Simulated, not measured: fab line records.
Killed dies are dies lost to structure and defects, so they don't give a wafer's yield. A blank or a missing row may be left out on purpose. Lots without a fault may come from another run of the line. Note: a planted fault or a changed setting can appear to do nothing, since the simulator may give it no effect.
Matching of chambers || flow nandHarc || 4 sister chambers for NHARC_A_CHANNEL_FILL_D2_ALD_02 on aldHk-01
The step deposits SiO2, target thk 6 nm, pulse time 10 s, ald cycles 60. 4 wafers are shown with their chamber, then 9 later ones without.

== EACH WAFER AND ITS CHAMBER ==
{"wafer": "L083.3", "chamber": 2, "heaterPowerW (W)": 427}
{"wafer": "L085.1", "chamber": 3, "heaterPowerW (W)": 403}
{"wafer": "L085.5", "chamber": 0, "heaterPowerW (W)": 398}
{"wafer": "L085.6", "chamber": 1, "heaterPowerW (W)": 472}

== WAFERS MISSING THEIR CHAMBER ==
{"wafer": "L087.1", "heaterPowerW (W)": 426}
{"wafer": "L087.3", "heaterPowerW (W)": 392}
{"wafer": "L087.6", "heaterPowerW (W)": 436}
{"wafer": "L094.2", "heaterPowerW (W)": 501}
{"wafer": "L094.4", "heaterPowerW (W)": 436}
{"wafer": "L094.6", "heaterPowerW (W)": 489}
{"wafer": "L095.2", "heaterPowerW (W)": 380}
{"wafer": "L095.3", "heaterPowerW (W)": 427}
{"wafer": "L095.5", "heaterPowerW (W)": 445}

== WHICH CHAMBER EACH WENT THROUGH ==
{"wafer": "L087.1", "from the rows above": "can't be placed: 2 or 3 or 0", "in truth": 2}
{"wafer": "L087.3", "from the rows above": "can't be placed: 0 or 3 or 2", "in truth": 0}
{"wafer": "L087.6", "from the rows above": "can't be placed: 2 or 3 or 1 or 0", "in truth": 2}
{"wafer": "L094.2", "from the rows above": 1, "in truth": 1}
{"wafer": "L094.4", "from the rows above": "can't be placed: 2 or 3 or 1 or 0", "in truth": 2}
{"wafer": "L094.6", "from the rows above": 1, "in truth": 1}
{"wafer": "L095.2", "from the rows above": "can't be placed: 0 or 3 or 2", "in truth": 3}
{"wafer": "L095.3", "from the rows above": "can't be placed: 2 or 3 or 0", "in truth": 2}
{"wafer": "L095.5", "from the rows above": "can't be placed: 2 or 1 or 3 or 0", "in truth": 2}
2 of 9 placed correctly. Not placeable from these rows: 7 (in 7, the candidates include the true chamber). Wrongly placed: 0.
How it was worked out, from the rows above alone: a wafer's distance from a chamber is the root of the sum, over the readings, of the square of ((its reading less the chamber's mean) divided by the reading's scatter). If the next closest chamber is less than 2 further off than the closest, the wafer can't be placed; otherwise it belongs to the closest. Each chamber's mean is taken over the wafers shown for it. The scatter: root of mean squared gap, hidden wafer to nearest shown wafer, with one shown wafer a chamber.
